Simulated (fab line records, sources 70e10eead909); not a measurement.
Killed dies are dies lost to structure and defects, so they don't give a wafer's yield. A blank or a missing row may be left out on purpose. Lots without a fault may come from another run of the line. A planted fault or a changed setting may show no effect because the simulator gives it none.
fab line records | flow nand_harc
record lots=5 wafers=15 last_day=30
route steps=1302 shown P_ZERO_WELL@12
lots that met no fault: from a run of the same line without faults
start_h: hours from the record's first day to the start of the lot's first wafer shown | wait_h: hours since the lot's step before | " the same as in the row above | L1.1+2: a row that stands for several wafers | - no value, or no start given | * or withheld: withheld | < > ~ a bound
route shown NAME@n: a module of which the file shows steps, and the number in the route of the first | usual: mean/standard deviation of fault-free wafers | same: alike in all rows | chamber/n: place in a boat | sites: the reading at each site | _std_site: their standard deviation | _edge_site: outer sites' mean less inner sites' | radius_mm: how far each site lies from the wafer's centre | mask NAME#n: copy n | behind: the tool/chamber that last shaped the wafer | hold: why the lot was held/for how many hours/how that ended | device: the transistor (n, p or np) that didn't switch | end of line: the same wafers' tests at the end of the route | a step without rows: its recipe alone | killed: dies lost to structure and defects at the first sort, not the wafer's yield | map: a wafer's dies, x killed, . not, _ none there
set.NAME: the setting as run; set.NAME@STEP: as run at that earlier step | model.NAME: the simulator's own value behind a step, which no gauge read
lots at some steps of the route; a table a step, a row a wafer
services: from which hour (start_h, from the record's first day; less than 0 if before it) a tool's chamber was out of use, for how many hours, and why
## steps
# step NHARC_P_ZERO_WELL_PEB_09
# recipe peb_temp_c=128 peb_time_s=80
# columns lot.wafer tool chamber start_h wait_h
L077.1+2+4 litho_track-07 0 51.15 0.1
L082.2+5+6 litho_track-02 0 101.31 0.1
L085.2+5+6 litho_track-07 0 131.16 0.1
L087.1+4+5 litho_track-07 0 151.16 0.1
L090.2+4+6 litho_track-02 0 181.18 0.1
# step NHARC_P_ZERO_WELL_DEVELOP_10
# recipe time_s=50 dev_temp_c=22
# columns lot.wafer tool chamber start_h wait_h
L077.1+2+4 litho_track-07 0 - -
L082.2+5+6 litho_track-02 0 - -
L085.2+5+6 litho_track-07 0 - -
L087.1+4+5 litho_track-07 0 - -
L090.2+4+6 litho_track-02 0 - -
# step NHARC_P_ZERO_WELL_CD_MEAS_11
# recipe target_cd_nm=500 landing_energy_ev=500
# usual cd_nm=500.8/2
# columns lot.wafer tool chamber start_h wait_h cd_nm
L077.1 cd_sem-02 0 51.24 - 499.4
L077.2 " 0 " " 498.7
L077.4 " 0 " " 498.2
L082.2 cd_sem-02 0 101.39 - 501.8
L082.5 " 0 " " 503.6
L082.6 " 0 " " 503.1
L085.2 cd_sem-01 0 131.25 - 501.5
L085.5 " 0 " " 497.1
L085.6 " 0 " " 499.2
L087.1 cd_sem-01 0 151.25 - 499.7
L087.4 " 0 " " 499.3
L087.5 " 0 " " 498.7
L090.2 cd_sem-01 0 181.27 - 500.6
L090.4 " 0 " " 502.9
L090.6 " 0 " " 502.3
# step NHARC_P_ZERO_WELL_HARDBAKE_12
# recipe temp_c=118 time_s=65
# columns lot.wafer tool chamber start_h wait_h
L077.1+2+4 litho_track-03 0 51.32 -
L082.2+5+6 litho_track-07 0 101.47 -
L085.2+5+6 litho_track-02 0 131.32 -
L087.1+4+5 litho_track-07 0 151.33 -
L090.2+4+6 litho_track-03 0 181.35 -
# step NHARC_P_ZERO_WELL_DESCUM_13
# recipe time_s=3 o2_flow_sccm=200 ar_flow_sccm=0 bias_power_w=0 chemistry=O2
# usual drypump_motor_current_A=5.6/0.39 mfc_ar_sccm=0.010/0.013 oes_product_au=0.995/0.009 rf_vpp_V=57.8/0.93 showerhead_plenum_p_Torr=1.90/0.074 throttle_valve_pct=11.311/0.009
# columns lot.wafer tool chamber start_h wait_h drypump_motor_current_A mfc_ar_sccm oes_product_au rf_hours_counter_h rf_vpp_V showerhead_plenum_p_Torr throttle_valve_pct
L077.1 rie_diel-11 3 51.40 - 5.1 0.039 0.996 45 59.0 1.86 11.308
L077.2 " 0 " " 6.1 0.016 0.991 47 57.5 1.80 11.322
L077.4 " 1 " " 5.5 0 0.998 50 58.2 2.06 11.324
L082.2 rie_diel-11 0 101.57 - 6.1 0.016 1.002 3 56.0 1.80 11.316
L082.6 " 1 " " 5.6 0 0.998 - 59.3 2.06 11.312
L082.5 " 2 " " 6.1 0 0.986 - 58.0 1.91 11.311
L085.2 rie_diel-11 0 131.42 - 6.1 0.016 0.990 13 57.6 1.79 11.324
L085.5 " 1 " " 5.5 0 0.999 - 58.6 2.05 11.302
L085.6 " 2 " " 6.1 0 0.963 - 58.3 1.91 11.317
L087.1 rie_diel-11 3 151.40 - 5.1 0.039 0.997 16 56.8 1.86 11.317
L087.4 " 0 " " 6.2 0.016 1.002 22 58.4 1.79 11.297
L087.5 " 3 " " 5.1 0.039 0.999 - 57.0 1.86 11.312
L090.2 rie_diel-11 0 181.46 - 6.1 0.016 0.988 34 56.8 1.79 11.301
L090.4 " 1 " " 5.5 0 1.003 34 57.7 2.05 11.299
L090.6 " 2 " " 6.1 0 0.986 - 56.9 1.90 11.303
# step NHARC_P_ZERO_WELL_ETCH_65
# recipe target_depth_a=800 overetch_a=240 time_s=87.88 ion_energy_ev=200 n2_flow_sccm=150 h2_flow_sccm=150 ar_flow_sccm=0 rf_w=400 bias_w=150 chemistry=N2/H2
# usual drypump_motor_current_A=5.7/0.38 mfc_ar_sccm=0.009/0.011 oes_product_au=0.994/0.0093 rf_vpp_V=430.4/2.5 showerhead_plenum_p_Torr=2.03/0.086 throttle_valve_pct=14.172/0.009
# columns lot.wafer tool chamber start_h wait_h drypump_motor_current_A mfc_ar_sccm oes_product_au rf_hours_counter_h rf_vpp_V showerhead_plenum_p_Torr throttle_valve_pct
L077.1 rie_diel-11 0 51.48 0.1 6.1 0.016 1.007 47 427.1 1.91 14.165
L077.4 " 1 " " 5.5 0 1.006 50 435.2 2.20 14.175
L077.2 " 3 " " 5.2 0.039 0.995 45 429.0 1.98 14.173
L082.2 rie_diel-11 0 101.63 0.1 6.2 0.016 0.994 3 426.4 1.91 14.178
L082.6 " 0 " " 6.1 0.016 1.002 - 425.8 1.91 14.184
L082.5 " 1 " " 5.5 0 1.017 - 433.8 2.20 14.174
L085.2 rie_diel-11 2 131.50 0.1 6.1 0 0.982 11 430.5 2.04 14.181
L085.6 " 0 " " 6.1 0.016 0.995 - 426.9 1.91 14.179
L085.5 " 1 " " 5.5 0 0.992 - 434.6 2.19 14.180
L087.1 rie_diel-11 3 151.50 0.1 5.1 0.039 0.985 16 429.2 1.98 14.160
L087.4 " 0 " " 6.1 0.016 0.993 22 427.0 1.90 14.182
L087.5 " 2 " " 6.1 0 0.966 - 431.1 2.03 14.170
L090.2 rie_diel-11 2 181.53 0.1 6.1 0 0.988 28 430.5 2.03 14.176
L090.4 " 3 " " 5.1 0.039 0.998 27 429.1 1.97 14.170
L090.6 " 2 " " 6.1 0 0.993 - 429.7 2.03 14.186
# step NHARC_P_ZERO_WELL_ETCH_62
# recipe target_depth_a=130 time_s=6.5 chf3_flow_sccm=50 ar_flow_sccm=200 rf_w=500 bias_w=200 chemistry=CHF3/Ar
# usual drypump_motor_current_A=5.6/0.38 mfc_ar_sccm=200.0/0.59 oes_product_au=0.954/0.018 rf_vpp_V=370.5/2 showerhead_plenum_p_Torr=2.33/0.087 throttle_valve_pct=20.216/0.0087
# columns lot.wafer tool chamber start_h wait_h drypump_motor_current_A mfc_ar_sccm oes_product_au rf_hours_counter_h rf_vpp_V showerhead_plenum_p_Torr throttle_valve_pct
L077.4 rie_diel-11 3 - - 5.1 198.6 0.960 45 368.8 2.28 20.233
L077.2 " 0 " " 6.1 199.3 0.963 47 369.3 2.21 20.215
L077.1 " 2 " " 6.1 200.4 0.965 46 372.0 2.35 20.205
L082.2 rie_diel-11 3 - - 5.2 199.8 0.975 3 368.7 2.28 20.228
L082.6 " 2 " " 6.1 199.5 0.940 - 369.6 2.34 20.214
L082.5 " 3 " " 5.2 200.0 0.984 - 369.8 2.28 20.210
L085.2 rie_diel-11 2 - - 6.1 199.6 0.922 11 372.0 2.34 20.212
L085.5 " 1 " " 5.5 200.2 0.934 - 375.2 2.51 20.208
L085.6 " 2 " " 6.1 199.9 0.927 - 371.3 2.34 20.218
L087.1 rie_diel-11 0 - - 6.1 200.7 0.962 22 368.5 2.20 20.212
L087.4 " 2 " " 6.1 199.3 0.950 18 370.2 2.34 20.222
L087.5 " 0 " " 6.1 199.6 0.952 - 367.4 2.20 20.209
L090.2 rie_diel-11 0 - - 6.2 200.7 0.974 34 365.9 2.19 20.212
L090.4 " 2 " " 6.1 199.2 0.953 28 369.9 2.33 20.202
L090.6 " 0 " " 6.1 200.6 0.977 - 366.6 2.19 20.219
# step NHARC_P_ZERO_WELL_ETCH_63
# recipe target_depth_a=1200 time_s=40.1 hbr_flow_sccm=150 cl2_flow_sccm=50 rf_w=400 icp_w=400 bias_w=100 chemistry=HBr/Cl2
# usual drypump_motor_current_A=5.6/0.42 oes_product_au=0.999/0.011 throttle_valve_pct=26.407/0.0089
# columns lot.wafer tool chamber start_h wait_h drypump_motor_current_A oes_product_au rf_hours_counter_h throttle_valve_pct
L077.1 rie_si-01 2 51.65 - 5.8 0.987 0.2 26.399
L077.2 " 0 " " 5.8 1.012 0.1 26.411
L077.4 " 1 " " 6.6 0.989 0.1 26.407
L082.2 rie_si-05 2 101.85 - 5.5 1.013 0.9 26.407
L082.6 " 3 " " 5.6 1.003 - 26.408
L082.5 " 0 " " 5.4 1.021 - 26.407
L085.2 rie_si-04 1 131.66 - 5.9 0.994 1.0 26.415
L085.5 " 1 " " 5.9 0.986 - 26.403
L085.6 " 2 " " 5.4 0.994 - 26.419
L087.4 rie_si-01 2 151.67 - 5.8 0.983 0.9 26.407
L087.1 " 3 " " 4.9 0.994 0.9 26.421
L087.5 " 2 " " 5.8 0.995 - 26.401
L090.2 rie_si-01 3 181.71 - 5.0 1.010 1.2 26.409
L090.4 " 1 " " 6.7 0.989 1.1 26.419
L090.6 " 3 " " 5.0 1.013 - 26.405
# step NHARC_P_ZERO_WELL_STRIP_15
# recipe time_s=900 temp_c=130 chemistry=SPM
# columns lot.wafer tool chamber start_h wait_h
L077.1+4+2 wet_bench-09 7,1,3 51.81 -
L082.6+5+2 wet_bench-09 6,1,2 101.96 -
L085.6+2+5 wet_bench-04 0,1,3 131.82 -
L087.1+5+4 wet_bench-04 1,4,6 151.81 -
L090.2+4+6 wet_bench-04 2,5,6 181.86 -
# step NHARC_P_ZERO_WELL_DEHYDRATE_16
# recipe temp_c=150 time_s=120
# columns lot.wafer tool chamber start_h wait_h
L077.1+2+4 litho_track-03 0 52.16 -
L082.2+5+6 litho_track-07 0 102.31 -
L085.2+5+6 litho_track-03 0 132.16 -
L087.1+4+5 litho_track-02 0 152.17 -
L090.2+4+6 litho_track-02 0 182.20 -
# step NHARC_P_ZERO_WELL_HMDS_17
# recipe time_s=30
# columns lot.wafer tool chamber start_h wait_h
L077.1+2+4 litho_track-03 0 - -
L082.2+5+6 litho_track-07 0 - -
L085.2+5+6 litho_track-03 0 - -
L087.1+4+5 litho_track-02 0 - -
L090.2+4+6 litho_track-02 0 - -
# step NHARC_P_ZERO_WELL_COAT_18
# recipe spin_rpm=withheld
# columns lot.wafer tool chamber start_h wait_h
L077.1+2+4 litho_track-03 0 - -
L082.2+5+6 litho_track-07 0 - -
L085.2+5+6 litho_track-03 0 - -
L087.1+4+5 litho_track-02 0 - -
L090.2+4+6 litho_track-02 0 - -
# step NHARC_P_ZERO_WELL_SOFTBAKE_19
# recipe temp_c=122 time_s=95
# columns lot.wafer tool chamber start_h wait_h
L077.1+2+4 litho_track-03 0 - -
L082.2+5+6 litho_track-07 0 - -
L085.2+5+6 litho_track-03 0 - -
L087.1+4+5 litho_track-02 0 - -
L090.2+4+6 litho_track-02 0 - -
# step NHARC_P_ZERO_WELL_EBR_20
# columns lot.wafer tool chamber start_h wait_h
L077.1+2+4 litho_track-03 0 - -
L082.2+5+6 litho_track-07 0 - -
L085.2+5+6 litho_track-03 0 - -
L087.1+4+5 litho_track-02 0 - -
L090.2+4+6 litho_track-02 0 - -
# step NHARC_P_ZERO_WELL_EXPOSE_21
# recipe na=0.6 target_cd_nm=720 dose_mj=22.31 mask_id=P_NWELL
# columns lot.wafer tool chamber start_h wait_h mask
L077.1+2+4 krf_scanner-01 0 52.44 - P_NWELL#0
L082.2+5+6 krf_scanner-02 0 102.46 - P_NWELL#0
L085.2+5+6 krf_scanner-02 0 132.31 - P_NWELL#0
L087.1+4+5 krf_scanner-01 0 152.44 - P_NWELL#0
L090.2+4+6 krf_scanner-01 0 182.47 - P_NWELL#0
# step NHARC_P_ZERO_WELL_PEB_22
# recipe peb_temp_c=118 peb_time_s=85
# columns lot.wafer tool chamber start_h wait_h
L077.1+2+4 litho_track-07 0 52.50 0.1
L082.2+5+6 litho_track-07 0 102.52 0.1
L085.2+5+6 litho_track-03 0 132.38 0.1
L087.1+4+5 litho_track-02 0 152.50 0.1
L090.2+4+6 litho_track-07 0 182.54 0.1
# step NHARC_P_ZERO_WELL_DEVELOP_23
# recipe time_s=70
# columns lot.wafer tool chamber start_h wait_h
L077.1+2+4 litho_track-07 0 - -
L082.2+5+6 litho_track-07 0 - -
L085.2+5+6 litho_track-03 0 - -
L087.1+4+5 litho_track-02 0 - -
L090.2+4+6 litho_track-07 0 - -
# step NHARC_P_ZERO_WELL_CD_MEAS_24
# recipe target_cd_nm=720 landing_energy_ev=500
# usual cd_nm=720.3/1.9
# columns lot.wafer tool chamber start_h wait_h cd_nm
L077.1 cd_sem-03 0 52.59 - 721.9
L077.2 " 0 " " 721.5
L077.4 " 0 " " 717.0
L082.2 cd_sem-03 0 102.61 - 722.5
L082.5 " 0 " " 720.5
L082.6 " 0 " " 720.7
L085.2 cd_sem-03 0 132.47 - 721.5
L085.5 " 0 " " 723.0
L085.6 " 0 " " 719.4
L087.1 cd_sem-01 0 152.59 - 721.8
L087.4 " 0 " " 718.3
L087.5 " 0 " " 720.1
L090.2 cd_sem-01 0 182.63 - 721.4
L090.4 " 0 " " 722.0
L090.6 " 0 " " 718.5
# step NHARC_P_ZERO_WELL_HARDBAKE_25
# recipe temp_c=125 time_s=80
# columns lot.wafer tool chamber start_h wait_h
L077.1+2+4 litho_track-03 0 52.67 -
L082.2+5+6 litho_track-02 0 102.69 -
L085.2+5+6 litho_track-02 0 132.55 -
L087.1+4+5 litho_track-03 0 152.67 -
L090.2+4+6 litho_track-07 0 182.72 -
# step NHARC_P_ZERO_WELL_DESCUM_26
# recipe time_s=3 o2_flow_sccm=200 ar_flow_sccm=0 bias_power_w=0 chemistry=O2
# usual drypump_motor_current_A=5.6/0.37 mfc_ar_sccm=0.008/0.01 oes_product_au=0.996/0.011 rf_vpp_V=57.9/0.89 showerhead_plenum_p_Torr=1.92/0.076 throttle_valve_pct=11.311/0.0093
# columns lot.wafer tool chamber start_h wait_h drypump_motor_current_A mfc_ar_sccm oes_product_au rf_hours_counter_h rf_vpp_V showerhead_plenum_p_Torr throttle_valve_pct
L077.4 rie_diel-11 0 52.77 - 6.1 0.016 1.002 47 56.2 1.80 11.304
L077.2 " 1 " " 5.5 0 0.990 50 58.7 2.06 11.302
L077.1 " 2 " " 6.1 0 0.982 46 57.3 1.91 11.310
L082.2 rie_diel-13 3 102.78 - 5.5 0.009 0.992 40 58.0 1.96 11.319
L082.6 " 3 " " 5.5 0.009 0.996 - 58.2 1.96 11.296
L082.5 " 0 " " 5.3 0.009 0.996 - 58.4 1.96 11.309
L085.2 rie_diel-13 2 132.64 - 5.2 0 1.016 38 58.0 2.00 11.297
L085.6 " 1 " " 5.9 0.010 0.984 - 57.3 1.89 11.311
L085.5 " 2 " " 5.1 0 1.016 - 59.3 2.00 11.302
L087.1 rie_diel-11 1 152.75 - 5.5 0 0.997 24 58.0 2.05 11.304
L087.4 " 3 " " 5.1 0.039 0.982 16 56.7 1.86 11.318
L087.5 " 1 " " 5.5 0 1.005 - 57.2 2.05 11.322
L090.4 rie_diel-11 0 182.80 - 6.1 0.016 1.000 34 58.5 1.79 11.310
L090.2 " 3 " " 5.2 0.039 0.996 27 59.5 1.85 11.307
L090.6 " 0 " " 6.1 0.016 0.993 - 58.4 1.79 11.311
# step NHARC_P_ZERO_WELL_IMPLANT_27
# recipe energy_kev=600 dose_cm2=1e+13 tilt_deg=7
# columns lot.wafer tool chamber start_h wait_h
L077.1+2+4 implanter-02 0 52.90 0.1
L082.2+5+6 implanter-02 0 102.96 0.2
L085.2+5+6 implanter-01 0 132.80 0.2
L087.1+4+5 implanter-01 0 152.90 0.1
L090.2+4+6 implanter-02 0 182.98 0.1
# step NHARC_P_ZERO_WELL_IMPLANT_57
# recipe energy_kev=250 dose_cm2=4e+12 tilt_deg=7
# columns lot.wafer tool chamber start_h wait_h
L077.1+2+4 implanter-02 0 53.08 0.2
L082.2+5+6 implanter-02 0 103.14 0.2
L085.2+5+6 implanter-01 0 132.98 0.1
L087.1+4+5 implanter-01 0 153.08 0.2
L090.2+4+6 implanter-02 0 183.16 0.2
# step NHARC_P_ZERO_WELL_IMPLANT_58
# recipe energy_kev=100 dose_cm2=2e+12 tilt_deg=7
# columns lot.wafer tool chamber start_h wait_h
L077.1+2+4 implanter-02 0 53.27 0.2
L082.2+5+6 implanter-02 0 103.32 0.1
L085.2+5+6 implanter-01 0 133.16 0.2
L087.1+4+5 implanter-01 0 153.26 0.2
L090.2+4+6 implanter-02 0 183.34 0.2
# step NHARC_P_ZERO_WELL_STRIP_28
# recipe time_s=840 temp_c=130 chemistry=SPM
# columns lot.wafer tool chamber start_h wait_h
L077.4+2+1 wet_bench-09 4,5,0 53.49 0.1
L082.6+5+2 wet_bench-04 2,4,5 103.52 0.0
L085.2+6+5 wet_bench-04 1,4,6 133.35 0.2
L087.4+5+1 wet_bench-09 6,7,0 153.50 0.1
L090.6+4+2 wet_bench-04 2,6,7 183.52 0.0
# step NHARC_P_ZERO_WELL_DEHYDRATE_29
# recipe temp_c=150 time_s=120
# columns lot.wafer tool chamber start_h wait_h
L077.1+2+4 litho_track-03 0 53.81 -
L082.2+5+6 litho_track-07 0 103.84 -
L085.2+5+6 litho_track-02 0 133.69 -
L087.1+4+5 litho_track-03 0 153.81 -
L090.2+4+6 litho_track-07 0 183.86 -
# step NHARC_P_ZERO_WELL_HMDS_30
# recipe time_s=30
# columns lot.wafer tool chamber start_h wait_h
L077.1+2+4 litho_track-03 0 - -
L082.2+5+6 litho_track-07 0 - -
L085.2+5+6 litho_track-02 0 - -
L087.1+4+5 litho_track-03 0 - -
L090.2+4+6 litho_track-07 0 - -
# step NHARC_P_ZERO_WELL_COAT_31
# recipe spin_rpm=withheld
# columns lot.wafer tool chamber start_h wait_h
L077.1+2+4 litho_track-03 0 - -
L082.2+5+6 litho_track-07 0 - -
L085.2+5+6 litho_track-02 0 - -
L087.1+4+5 litho_track-03 0 - -
L090.2+4+6 litho_track-07 0 - -
## services
# columns tool chamber start_h hours kind
rie_si-05 0 27.75 2.8 repair
wet_bench-04 - 51.20 8.0 pm
litho_track-02 - 52.00 7.0 pm
krf_scanner-02 - 63.47 0.2 repair
krf_scanner-02 - 64.73 0.5 repair
krf_scanner-01 - 71.31 9.1 repair
litho_track-07 - 76.00 7.0 pm
rie_diel-13 - 79.83 2.3 repair
rie_diel-11 - 80.04 9.0 pm
rie_si-04 0 92.29 9.3 repair
krf_scanner-02 - 94.00 4.0 pm
implanter-01 - 95.14 4.1 repair
litho_track-03 - 100.00 7.0 pm
wet_bench-09 - 107.69 0.9 repair
krf_scanner-01 - 111.27 0.3 repair
rie_si-01 0 131.02 5.7 repair
krf_scanner-01 - 140.00 4.0 pm
rie_diel-11 - 143.45 1.7 repair
implanter-02 - 146.11 13.0 pm
wet_bench-04 - 152.05 3.8 repair
rie_diel-11 - 164.37 0.3 repair
rie_diel-13 - 166.85 9.0 pm
krf_scanner-01 - 169.85 5.5 repair
wet_bench-09 - 176.80 8.0 pm
## key
fault none
